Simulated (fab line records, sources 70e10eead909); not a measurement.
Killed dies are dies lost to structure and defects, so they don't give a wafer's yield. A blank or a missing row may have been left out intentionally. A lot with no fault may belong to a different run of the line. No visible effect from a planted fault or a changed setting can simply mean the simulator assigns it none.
fab line records + flow nandHarc + part 1 of 2: steps 1 to 4 of 6
record:
- lots: 24
- wafers: 72
- lastDay: 33
route steps=1302 shown A_CONTACT@1019 A_M0@1150
lots untouched by any fault: they come from a run of this same line in which no faults occurred
startH: hours from the record's first day to the start of the lot's first wafer shown + waitH: hours from the lot's prior step to this one + " identical to the entry in the row above + L1.1+2: one row covering several wafers at once + - value missing, or start not given + * or withheld: withheld + < > ~ a bound
route shown NAME@n: NAME is a module with steps in the file, n the number in the route of the first one + usual: the fault-free wafers' mean and standard deviation + same: alike in all rows + chamber/n: place in a boat + sites: each site's reading + _std_site: the standard deviation of these + _edge_site: the outer-site mean with the inner-site mean subtracted + radiusMm: how far each site lies from the wafer's centre + mask NAME#n: copy n + behind: the most recent tool/chamber to have shaped the wafer + hold: why the lot was held/for how many hours/how that ended + device: whichever transistor did not switch (one of n, p or np) + end of line: the tests these same wafers got at the end of their route + a step without rows: its recipe alone + killed: not the wafer's yield, but the dies lost to structure and defects at the first sort + map: the dies of a wafer, with x for killed, . for not killed, _ for no die there
set.NAME: the setting that was run; set.NAME@STEP: the one run at that earlier step + model.NAME: the simulator's own value behind a step, which no gauge read
route steps across a sampled set of lots; one table per step, one row per wafer
services: when a tool's chamber went out of use (startH, in hours from the record's first day, below 0 if earlier), for how many hours, and the reason
== steps ==
step: NHARC_A_CONTACT_ETCH_96
recipe:
- targetDepthA: 200
- overEtchFrac: 0.5
- timeS: 10
- ionEnergyEv: 250
- c4f6FlowSccm: 25
- o2FlowSccm: 20
- arFlowSccm: 500
- rfW: 600
- biasW: 500
- chemistry: C4F6/O2
usual:
- drypumpMotorCurrentA: 5.7/0.58
- oesProductAu: 0.972/0.028
- rfVppV: 546/4
- showerheadPlenumPTorr: 3.89/0.19
- throttleValvePct: 26.902/0.0091
| lot.wafer | tool       | chamber | startH | waitH | drypumpMotorCurrentA | oesProductAu | rfHoursCounterH | rfVppV | showerheadPlenumPTorr | throttleValvePct |
|-----------|------------|---------|--------|-------|----------------------|--------------|-----------------|--------|-----------------------|------------------|
| L075.1    | rieDiel-11 | 1       | -      | -     | 5.8                  | 0.936        | 14              | 544    | 3.79                  | 26.905           |
| L075.5    | "          | 3       | "      | "     | 5.4                  | 0.958        | -               | 552    | 4.18                  | 26.895           |
| L075.6    | "          | 0       | "      | "     | 6.3                  | 0.937        | -               | 545    | 3.85                  | 26.889           |
| L074.1    | rieDiel-01 | 3       | -      | -     | 6.3                  | 1.010        | 19              | 543    | 3.76                  | 26.906           |
| L074.4    | "          | 2       | "      | "     | 5.0                  | 1.021        | 20              | 547    | 3.95                  | 26.881           |
| L074.5    | "          | 3       | "      | "     | 6.3                  | 1.005        | -               | 544    | 3.76                  | 26.900           |
| L076.4    | rieDiel-01 | 1       | -      | -     | 5.0                  | 0.968        | 22              | 553    | 4.21                  | 26.913           |
| L076.2    | "          | 2       | "      | "     | 4.9                  | 0.993        | 22              | 547    | 3.95                  | 26.898           |
| L076.3    | "          | 3       | "      | "     | 6.3                  | 0.974        | 20              | 544    | 3.76                  | 26.922           |
| L078.3    | rieDiel-05 | 3       | -      | -     | 5.8                  | 0.934        | 39              | 541    | 3.69                  | 26.893           |
| L078.1    | "          | 1       | "      | "     | 5.3                  | 0.934        | 35              | 541    | 3.74                  | 26.896           |
| L078.5    | "          | 0       | "      | "     | 6.7                  | 0.966        | -               | 542    | 3.68                  | 26.913           |
| L077.2    | rieDiel-01 | 2       | -      | -     | 5.0                  | 0.962        | 25              | 546    | 3.95                  | 26.902           |
| L077.6    | "          | 3       | "      | "     | 6.3                  | 0.934        | -               | 543    | 3.76                  | 26.919           |
| L077.5    | "          | 0       | "      | "     | 6.1                  | 0.938        | -               | 542    | 3.73                  | 26.894           |
| L079.3    | rieDiel-01 | 1       | 550.15 | 0.2   | 5.0                  | 0.963        | 28              | 552    | 4.21                  | 26.903           |
| L079.6    | "          | 0       | "      | "     | 6.0                  | 0.975        | -               | 543    | 3.73                  | 26.909           |
| L079.5    | "          | 3       | "      | "     | 6.3                  | 0.974        | -               | 544    | 3.76                  | 26.897           |
| L081.3    | rieDiel-11 | 0       | -      | -     | 6.2                  | 0.919        | 43              | 545    | 3.84                  | 26.901           |
| L081.2    | "          | 2       | "      | "     | 5.5                  | 0.964        | 38              | 541    | 3.66                  | 26.901           |
| L081.1    | "          | 3       | "      | "     | 5.4                  | 0.943        | 41              | 552    | 4.17                  | 26.901           |
| L082.3    | rieDiel-01 | 2       | -      | -     | 4.9                  | 0.936        | 3               | 550    | 3.94                  | 26.887           |
| L082.4    | "          | 3       | "      | "     | 6.3                  | 0.958        | 3               | 544    | 3.75                  | 26.907           |
| L082.5    | "          | 1       | "      | "     | 5.0                  | 0.940        | -               | 552    | 4.21                  | 26.923           |
| L080.4    | rieDiel-01 | 2       | -      | -     | 4.9                  | 0.994        | 3               | 546    | 3.94                  | 26.901           |
| L080.5    | "          | 3       | "      | "     | 6.3                  | 1.003        | -               | 544    | 3.75                  | 26.894           |
| L080.6    | "          | 0       | "      | "     | 6.0                  | 1.010        | -               | 542    | 3.73                  | 26.900           |
| L083.1    | rieDiel-01 | 3       | -      | -     | 6.3                  | 1.006        | 4               | 544    | 3.75                  | 26.894           |
| L083.4    | "          | 0       | "      | "     | 6.1                  | 1.001        | 4               | 543    | 3.73                  | 26.916           |
| L083.6    | "          | 1       | "      | "     | 5.0                  | 1.002        | -               | 552    | 4.20                  | 26.881           |
| L084.2    | rieDiel-01 | 3       | -      | -     | 6.3                  | 0.948        | 6               | 543    | 3.75                  | 26.905           |
| L084.3    | "          | 2       | "      | "     | 4.9                  | 0.945        | 6               | 547    | 3.94                  | 26.901           |
| L084.6    | "          | 0       | "      | "     | 6.0                  | 0.961        | -               | 543    | 3.72                  | 26.897           |
| L087.4    | rieDiel-01 | 3       | -      | -     | 6.3                  | 1.012        | 9               | 543    | 3.75                  | 26.895           |
| L087.2    | "          | 0       | "      | "     | 6.0                  | 1.009        | 9               | 543    | 3.72                  | 26.895           |
| L087.5    | "          | 3       | "      | "     | 6.3                  | 1.002        | -               | 545    | 3.75                  | 26.911           |
| L086.4    | rieDiel-01 | 3       | -      | -     | 6.3                  | 1.008        | 9               | 544    | 3.75                  | 26.885           |
| L086.1    | "          | 1       | "      | "     | 5.0                  | 1.008        | 9               | 551    | 4.20                  | 26.899           |
| L086.6    | "          | 2       | "      | "     | 5.0                  | 1.008        | -               | 547    | 3.94                  | 26.887           |
| L085.3    | rieDiel-01 | 1       | -      | -     | 5.0                  | 0.971        | 11              | 553    | 4.20                  | 26.903           |
| L085.4    | "          | 2       | "      | "     | 5.0                  | 0.955        | 11              | 549    | 3.94                  | 26.909           |
| L085.2    | "          | 3       | "      | "     | 6.3                  | 0.973        | 11              | 543    | 3.75                  | 26.891           |
| L090.1    | rieDiel-01 | 2       | -      | -     | 5.0                  | 1.005        | 15              | 547    | 3.94                  | 26.912           |
| L090.3    | "          | 3       | "      | "     | 6.3                  | 1.015        | 15              | 543    | 3.75                  | 26.899           |
| L090.6    | "          | 2       | "      | "     | 5.0                  | 1.007        | -               | 547    | 3.94                  | 26.919           |
| L089.4    | rieDiel-05 | 2       | -      | -     | 6.2                  | 0.955        | 21              | 548    | 3.94                  | 26.905           |
| L089.3    | "          | 3       | "      | "     | 5.8                  | 0.952        | 20              | 542    | 3.67                  | 26.895           |
| L089.5    | "          | 1       | "      | "     | 5.3                  | 0.942        | -               | 545    | 3.72                  | 26.899           |
| L091.3    | rieDiel-11 | 3       | -      | -     | 5.4                  | 1.008        | 16              | 552    | 4.14                  | 26.917           |
| L091.1    | "          | 0       | "      | "     | 6.2                  | 1.000        | 14              | 545    | 3.82                  | 26.897           |
| L091.4    | "          | 1       | "      | "     | 5.8                  | 0.996        | 15              | 544    | 3.76                  | 26.902           |
| L088.3    | rieDiel-01 | 0       | -      | -     | 6.0                  | 0.960        | 18              | 543    | 3.72                  | 26.900           |
| L088.2    | "          | 1       | "      | "     | 4.9                  | 0.953        | 17              | 552    | 4.20                  | 26.893           |
| L088.5    | "          | 2       | "      | "     | 4.9                  | 0.956        | -               | 547    | 3.93                  | 26.909           |
| L094.1    | rieDiel-01 | 1       | -      | -     | 4.9                  | 1.014        | 21              | 552    | 4.20                  | 26.901           |
| L094.4    | "          | 2       | "      | "     | 4.9                  | 1.000        | 21              | 549    | 3.93                  | 26.899           |
| L094.5    | "          | 0       | "      | "     | 6.0                  | 1.003        | -               | 543    | 3.71                  | 26.903           |
| L092.2    | rieDiel-01 | 0       | -      | -     | 6.0                  | 0.971        | 22              | 543    | 3.72                  | 26.907           |
| L092.1    | "          | 1       | "      | "     | 5.0                  | 0.979        | 21              | 552    | 4.19                  | 26.900           |
| L092.5    | "          | 0       | "      | "     | 6.0                  | 0.972        | -               | 544    | 3.71                  | 26.897           |
| L093.3    | rieDiel-11 | 1       | -      | -     | 5.8                  | 0.943        | 31              | 541    | 3.75                  | 26.908           |
| L093.5    | "          | 0       | "      | "     | 6.3                  | 0.941        | -               | 546    | 3.81                  | 26.914           |
| L093.6    | "          | 1       | "      | "     | 5.8                  | 0.950        | -               | 542    | 3.75                  | 26.894           |
| L096.1    | rieDiel-01 | 2       | -      | -     | 5.0                  | 0.976        | 24              | 547    | 3.93                  | 26.898           |
| L096.5    | "          | 3       | "      | "     | 6.4                  | 0.984        | -               | 542    | 3.74                  | 26.892           |
| L096.6    | "          | 0       | "      | "     | 6.0                  | 0.968        | -               | 542    | 3.71                  | 26.890           |
| L095.2    | rieDiel-01 | 2       | -      | -     | 4.9                  | 0.952        | 24              | 546    | 3.93                  | 26.893           |
| L095.6    | "          | 0       | "      | "     | 6.0                  | 0.932        | -               | 543    | 3.71                  | 26.898           |
| L095.5    | "          | 1       | "      | "     | 5.0                  | 0.950        | -               | 553    | 4.19                  | 26.904           |
| L097.4    | rieDiel-11 | 3       | -      | -     | 5.4                  | 0.959        | 37              | 551    | 4.13                  | 26.890           |
| L097.1    | "          | 0       | "      | "     | 6.2                  | 0.945        | 35              | 544    | 3.81                  | 26.908           |
| L097.5    | "          | 3       | "      | "     | 5.4                  | 0.951        | -               | 551    | 4.13                  | 26.887           |
step: NHARC_A_CONTACT_INSPECT_71
usual:
- rawDefectCount: 84/26
| lot.wafer | tool             | chamber | startH | waitH | rawDefectCount |
|-----------|------------------|---------|--------|-------|----------------|
| L075.1    | defectInspect-01 | -       | 499.63 | 0.0   | 71             |
| L075.5    | "                | -       | "      | "     | 86             |
| L075.6    | "                | -       | "      | "     | 70             |
| L074.1    | defectInspect-02 | -       | 502.82 | 0.0   | 114            |
| L074.4    | "                | -       | "      | "     | 122            |
| L074.5    | "                | -       | "      | "     | 105            |
| L076.2    | defectInspect-01 | -       | 516.97 | 0.0   | 106            |
| L076.3    | "                | -       | "      | "     | 101            |
| L076.4    | "                | -       | "      | "     | 103            |
| L078.1    | defectInspect-01 | -       | 541.88 | 0.0   | 110            |
| L078.3    | "                | -       | "      | "     | 127            |
| L078.5    | "                | -       | "      | "     | 114            |
| L077.2    | defectInspect-01 | -       | 543.79 | 0.0   | 55             |
| L077.5    | "                | -       | "      | "     | 65             |
| L077.6    | "                | -       | "      | "     | 66             |
| L079.3    | defectInspect-01 | -       | 555.38 | 0.0   | 122            |
| L079.5    | "                | -       | "      | "     | 93             |
| L079.6    | "                | -       | "      | "     | 106            |
| L081.1    | defectInspect-01 | -       | 570.50 | 0.0   | 29             |
| L081.2    | "                | -       | "      | "     | 37             |
| L081.3    | "                | -       | "      | "     | 33             |
| L082.3    | defectInspect-02 | -       | 585.65 | 0.0   | 68             |
| L082.4    | "                | -       | "      | "     | 75             |
| L082.5    | "                | -       | "      | "     | 74             |
| L080.4    | defectInspect-01 | -       | 588.15 | 0.0   | 118            |
| L080.5    | "                | -       | "      | "     | 110            |
| L080.6    | "                | -       | "      | "     | 113            |
| L083.1    | defectInspect-02 | -       | 593.65 | 0.0   | 68             |
| L083.4    | "                | -       | "      | "     | 72             |
| L083.6    | "                | -       | "      | "     | 78             |
| L084.2    | defectInspect-01 | -       | 599.76 | 0.0   | 94             |
| L084.3    | "                | -       | "      | "     | 78             |
| L084.6    | "                | -       | "      | "     | 68             |
| L087.2    | defectInspect-01 | -       | 613.05 | 0.0   | 134            |
| L087.4    | "                | -       | "      | "     | 141            |
| L087.5    | "                | -       | "      | "     | 138            |
| L086.1    | defectInspect-02 | -       | 616.39 | 0.0   | 56             |
| L086.4    | "                | -       | "      | "     | 49             |
| L086.6    | "                | -       | "      | "     | 63             |
| L085.2    | defectInspect-02 | -       | 623.66 | 0.0   | 84             |
| L085.3    | "                | -       | "      | "     | 72             |
| L085.4    | "                | -       | "      | "     | 85             |
| L090.1    | defectInspect-01 | -       | 656.54 | 0.0   | 72             |
| L090.3    | "                | -       | "      | "     | 70             |
| L090.6    | "                | -       | "      | "     | 56             |
| L089.3    | defectInspect-02 | -       | 657.23 | 0.0   | 58             |
| L089.4    | "                | -       | "      | "     | 72             |
| L089.5    | "                | -       | "      | "     | 64             |
| L091.1    | defectInspect-02 | -       | 664.20 | 0.0   | 68             |
| L091.3    | "                | -       | "      | "     | 70             |
| L091.4    | "                | -       | "      | "     | 72             |
| L088.2    | defectInspect-01 | -       | 669.31 | 0.0   | 118            |
| L088.3    | "                | -       | "      | "     | 96             |
| L088.5    | "                | -       | "      | "     | 84             |
| L094.1    | defectInspect-01 | -       | 689.46 | 0.0   | 92             |
| L094.4    | "                | -       | "      | "     | 121            |
| L094.5    | "                | -       | "      | "     | 127            |
| L092.1    | defectInspect-02 | -       | 689.98 | 0.0   | 62             |
| L092.2    | "                | -       | "      | "     | 65             |
| L092.5    | "                | -       | "      | "     | 73             |
| L093.3    | defectInspect-01 | -       | 713.63 | 0.0   | 99             |
| L093.5    | "                | -       | "      | "     | 105            |
| L093.6    | "                | -       | "      | "     | 95             |
| L096.1    | defectInspect-02 | -       | 718.07 | 0.0   | 58             |
| L096.5    | "                | -       | "      | "     | 70             |
| L096.6    | "                | -       | "      | "     | 57             |
| L095.2    | defectInspect-01 | -       | 723.57 | 0.0   | 58             |
| L095.5    | "                | -       | "      | "     | 93             |
| L095.6    | "                | -       | "      | "     | 98             |
| L097.1    | defectInspect-01 | -       | 730.03 | 0.0   | 76             |
| L097.4    | "                | -       | "      | "     | 62             |
| L097.5    | "                | -       | "      | "     | 50             |
step: NHARC_A_CONTACT_ETCH_78
recipe:
- targetDepthA: 53000
- overEtchFrac: 0.3
- timeS: 1378
- ionEnergyEv: 150
- o2FlowSccm: 400
- cosFlowSccm: 20
- arFlowSccm: 0
- rfW: 500
- biasW: 300
- chemistry: O2/COS
usual:
- drypumpMotorCurrentA: 5.7/0.58
- oesProductAu: 1.007/0.0091
- rfVppV: 313.8/2.4
- showerheadPlenumPTorr: 3.09/0.16
- throttleValvePct: 28.329/0.008
| lot.wafer | tool       | chamber | startH | waitH | drypumpMotorCurrentA | oesProductAu | rfHoursCounterH | rfVppV | showerheadPlenumPTorr | throttleValvePct |
|-----------|------------|---------|--------|-------|----------------------|--------------|-----------------|--------|-----------------------|------------------|
| L075.1    | rieDiel-05 | 0       | -      | -     | 6.7                  | 1.008        | 26              | 311.7  | 2.93                  | 28.325           |
| L075.5    | "          | 1       | "      | "     | 5.3                  | 1.001        | -               | 314.2  | 2.98                  | 28.321           |
| L075.6    | "          | 2       | "      | "     | 6.2                  | 1.001        | -               | 313.8  | 3.16                  | 28.339           |
| L074.4    | rieDiel-11 | 1       | -      | -     | 5.8                  | 0.990        | 16              | 313.3  | 3.02                  | 28.326           |
| L074.1    | "          | 3       | "      | "     | 5.4                  | 1.003        | 20              | 316.8  | 3.33                  | 28.334           |
| L074.5    | "          | 2       | "      | "     | 5.5                  | 0.998        | -               | 309.4  | 2.92                  | 28.335           |
| L076.4    | rieDiel-01 | 3       | -      | -     | 6.3                  | 1.002        | 21              | 312.7  | 2.99                  | 28.329           |
| L076.2    | "          | 0       | "      | "     | 6.0                  | 0.986        | 21              | 311.1  | 2.96                  | 28.336           |
| L076.3    | "          | 1       | "      | "     | 5.0                  | 1.009        | 22              | 318.6  | 3.36                  | 28.319           |
| L078.1    | rieDiel-01 | 1       | -      | -     | 5.0                  | 0.993        | 25              | 317.7  | 3.36                  | 28.335           |
| L078.3    | "          | 2       | "      | "     | 4.9                  | 1.007        | 26              | 314.2  | 3.14                  | 28.333           |
| L078.5    | "          | 1       | "      | "     | 5.0                  | 0.989        | -               | 317.3  | 3.36                  | 28.324           |
| L077.2    | rieDiel-01 | 1       | -      | -     | 5.0                  | 0.994        | 26              | 317.9  | 3.36                  | 28.332           |
| L077.6    | "          | 2       | "      | "     | 4.9                  | 1.013        | -               | 314.0  | 3.14                  | 28.335           |
| L077.5    | "          | 3       | "      | "     | 6.3                  | 1.011        | -               | 312.7  | 2.98                  | 28.325           |
| L079.3    | rieDiel-01 | 3       | -      | -     | 6.3                  | 0.995        | 28              | 312.7  | 2.98                  | 28.323           |
| L079.5    | "          | 0       | "      | "     | 6.0                  | 0.991        | -               | 311.0  | 2.96                  | 28.319           |
| L079.6    | "          | 1       | "      | "     | 5.0                  | 0.996        | -               | 317.7  | 3.36                  | 28.321           |
| L081.2    | rieDiel-01 | 2       | -      | -     | 5.0                  | 1.016        | 0               | 314.6  | 3.14                  | 28.316           |
| L081.1    | "          | 3       | "      | "     | 6.3                  | 1.006        | 1               | 312.5  | 2.98                  | 28.336           |
| L081.3    | "          | 1       | "      | "     | 5.0                  | 1.016        | 1               | 317.1  | 3.36                  | 28.335           |
| L082.4    | rieDiel-01 | 3       | -      | -     | 6.3                  | 1.004        | 4               | 310.7  | 2.98                  | 28.349           |
| L082.3    | "          | 1       | "      | "     | 5.0                  | 0.999        | 4               | 318.6  | 3.36                  | 28.334           |
| L082.5    | "          | 3       | "      | "     | 6.3                  | 1.012        | -               | 311.4  | 2.98                  | 28.329           |
| L080.4    | rieDiel-01 | 2       | -      | -     | 5.0                  | 1.000        | 6               | 314.6  | 3.14                  | 28.325           |
| L080.5    | "          | 1       | "      | "     | 5.0                  | 1.005        | -               | 317.6  | 3.35                  | 28.338           |
| L080.6    | "          | 2       | "      | "     | 5.0                  | 1.001        | -               | 314.2  | 3.14                  | 28.341           |
| L083.4    | rieDiel-01 | 1       | -      | -     | 5.0                  | 1.015        | 7               | 316.0  | 3.35                  | 28.324           |
| L083.1    | "          | 2       | "      | "     | 5.0                  | 1.014        | 7               | 313.2  | 3.14                  | 28.326           |
| L083.6    | "          | 3       | "      | "     | 6.3                  | 1.016        | -               | 310.7  | 2.98                  | 28.313           |
| L084.2    | rieDiel-01 | 1       | -      | -     | 5.0                  | 1.017        | 8               | 317.2  | 3.35                  | 28.323           |
| L084.3    | "          | 0       | "      | "     | 6.0                  | 1.013        | 8               | 311.5  | 2.96                  | 28.334           |
| L084.6    | "          | 1       | "      | "     | 4.9                  | 1.009        | -               | 316.8  | 3.35                  | 28.327           |
| L087.2    | rieDiel-05 | 0       | -      | -     | 6.7                  | 0.993        | 4               | 311.4  | 2.92                  | 28.327           |
| L087.4    | "          | 1       | "      | "     | 5.3                  | 1.000        | 5               | 313.1  | 2.96                  | 28.333           |
| L087.5    | "          | 3       | "      | "     | 5.8                  | 1.002        | -               | 310.4  | 2.92                  | 28.320           |
| L086.4    | rieDiel-01 | 0       | -      | -     | 6.0                  | 1.012        | 11              | 314.6  | 2.95                  | 28.326           |
| L086.1    | "          | 2       | "      | "     | 4.9                  | 1.005        | 10              | 314.0  | 3.13                  | 28.330           |
| L086.6    | "          | 1       | "      | "     | 5.0                  | 1.004        | -               | 317.8  | 3.35                  | 28.343           |
| L085.4    | rieDiel-01 | 2       | -      | -     | 5.0                  | 1.012        | 11              | 312.7  | 3.13                  | 28.333           |
| L085.2    | "          | 3       | "      | "     | 6.3                  | 1.015        | 12              | 313.2  | 2.98                  | 28.340           |
| L085.3    | "          | 1       | "      | "     | 5.0                  | 1.014        | 12              | 317.3  | 3.35                  | 28.346           |
| L090.3    | rieDiel-01 | 1       | -      | -     | 5.0                  | 1.006        | 16              | 316.2  | 3.35                  | 28.322           |
| L090.1    | "          | 2       | "      | "     | 5.0                  | 1.011        | 15              | 314.6  | 3.13                  | 28.339           |
| L090.6    | "          | 0       | "      | "     | 6.1                  | 1.007        | -               | 312.9  | 2.95                  | 28.327           |
| L089.3    | rieDiel-11 | 0       | -      | -     | 6.3                  | 1.004        | 14              | 312.1  | 3.04                  | 28.315           |
| L089.4    | "          | 3       | "      | "     | 5.4                  | 1.010        | 16              | 316.8  | 3.30                  | 28.328           |
| L089.5    | "          | 1       | "      | "     | 5.8                  | 1.002        | -               | 311.4  | 2.99                  | 28.316           |
| L091.1    | rieDiel-01 | 3       | -      | -     | 6.3                  | 1.029        | 19              | 312.0  | 2.97                  | 28.338           |
| L091.4    | "          | 0       | "      | "     | 6.1                  | 1.021        | 19              | 314.3  | 2.95                  | 28.339           |
| L091.3    | "          | 1       | "      | "     | 5.0                  | 1.026        | 17              | 318.1  | 3.35                  | 28.325           |
| L088.2    | rieDiel-01 | 1       | -      | -     | 5.0                  | 1.013        | 18              | 319.8  | 3.35                  | 28.327           |
| L088.3    | "          | 0       | "      | "     | 6.0                  | 1.003        | 20              | 311.9  | 2.95                  | 28.333           |
| L088.5    | "          | 1       | "      | "     | 4.9                  | 1.015        | -               | 317.4  | 3.35                  | 28.331           |
| L094.4    | rieDiel-01 | 0       | -      | -     | 6.0                  | 1.003        | 23              | 311.2  | 2.95                  | 28.326           |
| L094.1    | "          | 2       | "      | "     | 4.9                  | 1.004        | 21              | 314.3  | 3.13                  | 28.334           |
| L094.5    | "          | 3       | "      | "     | 6.3                  | 1.017        | -               | 312.8  | 2.97                  | 28.327           |
| L092.2    | rieDiel-11 | 2       | -      | -     | 5.5                  | 0.994        | 20              | 316.3  | 3.36                  | 28.343           |
| L092.1    | "          | 0       | "      | "     | 6.3                  | 0.999        | 22              | 313.6  | 3.03                  | 28.335           |
| L092.5    | "          | 2       | "      | "     | 5.5                  | 1.006        | -               | 317.6  | 3.36                  | 28.316           |
| L093.3    | rieDiel-05 | 2       | -      | -     | 6.2                  | 1.007        | 39              | 313.9  | 3.13                  | 28.321           |
| L093.6    | "          | 2       | "      | "     | 6.3                  | 1.003        | -               | 313.9  | 3.13                  | 28.338           |
| L093.5    | "          | 3       | "      | "     | 5.8                  | 1.012        | -               | 310.0  | 2.91                  | 28.320           |
| L096.1    | rieDiel-11 | 0       | -      | -     | 6.3                  | 0.995        | 32              | 313.1  | 3.03                  | 28.322           |
| L096.6    | "          | 3       | "      | "     | 5.4                  | 1.019        | -               | 315.7  | 3.30                  | 28.324           |
| L096.5    | "          | 0       | "      | "     | 6.3                  | 0.992        | -               | 313.4  | 3.03                  | 28.329           |
| L095.2    | rieDiel-01 | 3       | -      | -     | 6.3                  | 1.012        | 28              | 313.1  | 2.97                  | 28.329           |
| L095.6    | "          | 3       | "      | "     | 6.3                  | 1.022        | -               | 312.8  | 2.97                  | 28.330           |
| L095.5    | "          | 0       | "      | "     | 6.0                  | 1.008        | -               | 312.2  | 2.95                  | 28.326           |
| L097.1    | rieDiel-01 | 3       | -      | -     | 6.3                  | 1.008        | 30              | 311.8  | 2.97                  | 28.334           |
| L097.4    | "          | 3       | "      | "     | 6.3                  | 1.007        | -               | 310.7  | 2.97                  | 28.328           |
| L097.5    | "          | 0       | "      | "     | 6.0                  | 1.002        | -               | 311.0  | 2.94                  | 28.318           |
step: NHARC_A_CONTACT_ETCH_131
recipe:
- sourceW: withheld
- pressureMtorr: 20
- biasV: 3000
- timeS: 197
- targetDepthA: 19180
- arFlowSccm: withheld
- c4f8FlowSccm: withheld
- o2FlowSccm: withheld
- chemistry: C4F8/O2/Ar
| lot.wafer | tool          | chamber | startH | waitH | rfHoursCounterH |
|-----------|---------------|---------|--------|-------|-----------------|
| L075.1    | harCapEtch-03 | 1       | 502.54 | 0.1   | 44              |
| L075.5    | "             | 0       | "      | "     | -               |
| L075.6    | "             | 1       | "      | "     | -               |
| L074.1    | harCapEtch-02 | 1       | 505.70 | 0.1   | 85              |
| L074.4    | "             | 1       | "      | "     | -               |
| L074.5    | "             | 0       | "      | "     | -               |
| L076.2    | harCapEtch-01 | 1       | 519.87 | 0.1   | 1               |
| L076.4    | "             | 0       | "      | "     | -               |
| L076.3    | "             | 1       | "      | "     | -               |
| L078.1    | harCapEtch-02 | 1       | 544.76 | 0.1   | 90              |
| L078.3    | "             | 1       | "      | "     | -               |
| L078.5    | "             | 0       | "      | "     | -               |
| L077.2    | harCapEtch-03 | 1       | 546.69 | 0.1   | 52              |
| L077.5    | "             | 0       | "      | "     | -               |
| L077.6    | "             | 1       | "      | "     | -               |
| L079.3    | harCapEtch-01 | 1       | 558.60 | 0.1   | -               |
| L079.6    | "             | 1       | "      | "     | -               |
| L079.5    | "             | 0       | "      | "     | -               |
| L081.2    | harCapEtch-01 | 0       | 573.79 | 0.2   | 9               |
| L081.1    | "             | 1       | "      | "     | 9               |
| L081.3    | "             | 0       | "      | "     | -               |
| L082.3    | harCapEtch-03 | 1       | 589.01 | 0.2   | -               |
| L082.4    | "             | 0       | "      | "     | -               |
| L082.5    | "             | 1       | "      | "     | -               |
| L080.4    | harCapEtch-02 | 1       | 591.94 | 0.1   | -               |
| L080.6    | "             | 1       | "      | "     | -               |
| L080.5    | "             | 0       | "      | "     | -               |
| L083.1    | harCapEtch-03 | 1       | 597.07 | 0.2   | 60              |
| L083.4    | "             | 1       | "      | "     | -               |
| L083.6    | "             | 0       | "      | "     | -               |
| L084.2    | harCapEtch-02 | 1       | 602.66 | 0.1   | 103             |
| L084.3    | "             | 0       | "      | "     | -               |
| L084.6    | "             | 1       | "      | "     | -               |
| L087.2    | harCapEtch-01 | 1       | 616.42 | 0.2   | 18              |
| L087.4    | "             | 1       | "      | "     | -               |
| L087.5    | "             | 0       | "      | "     | -               |
| L086.1    | harCapEtch-03 | 1       | 619.34 | 0.1   | 66              |
| L086.4    | "             | 0       | "      | "     | -               |
| L086.6    | "             | 1       | "      | "     | -               |
| L085.2    | harCapEtch-02 | 0       | 626.56 | 0.1   | 109             |
| L085.4    | "             | 1       | "      | "     | -               |
| L085.3    | "             | 0       | "      | "     | -               |
| L090.1    | harCapEtch-03 | 1       | 659.39 | 0.1   | 71              |
| L090.3    | "             | 1       | "      | "     | -               |
| L090.6    | "             | 1       | "      | "     | -               |
| L089.3    | harCapEtch-01 | 1       | 660.60 | 0.2   | -               |
| L089.4    | "             | 0       | "      | "     | -               |
| L089.5    | "             | 0       | "      | "     | -               |
| L091.1    | harCapEtch-01 | 1       | 667.97 | 0.2   | 25              |
| L091.3    | "             | 1       | "      | "     | -               |
| L091.4    | "             | 0       | "      | "     | -               |
| L088.2    | harCapEtch-03 | 1       | 672.20 | 0.1   | 74              |
| L088.3    | "             | 1       | "      | "     | -               |
| L088.5    | "             | 1       | "      | "     | -               |
| L094.1    | harCapEtch-01 | 1       | 692.32 | 0.1   | 29              |
| L094.4    | "             | 1       | "      | "     | -               |
| L094.5    | "             | 0       | "      | "     | -               |
| L092.1    | harCapEtch-02 | 0       | 693.04 | 0.1   | 121             |
| L092.2    | "             | 1       | "      | "     | 121             |
| L092.5    | "             | 0       | "      | "     | -               |
| L093.3    | harCapEtch-02 | 0       | 716.64 | 0.1   | -               |
| L093.5    | "             | 0       | "      | "     | -               |
| L093.6    | "             | 1       | "      | "     | -               |
| L096.1    | harCapEtch-03 | 0       | 720.93 | 0.1   | 82              |
| L096.5    | "             | 0       | "      | "     | -               |
| L096.6    | "             | 1       | "      | "     | -               |
| L095.2    | harCapEtch-02 | 0       | 726.76 | 0.1   | 126             |
| L095.6    | "             | 1       | "      | "     | -               |
| L095.5    | "             | 0       | "      | "     | -               |
| L097.1    | harCapEtch-02 | 1       | 733.28 | 0.1   | 128             |
| L097.4    | "             | 0       | "      | "     | -               |
| L097.5    | "             | 1       | "      | "     | -               |
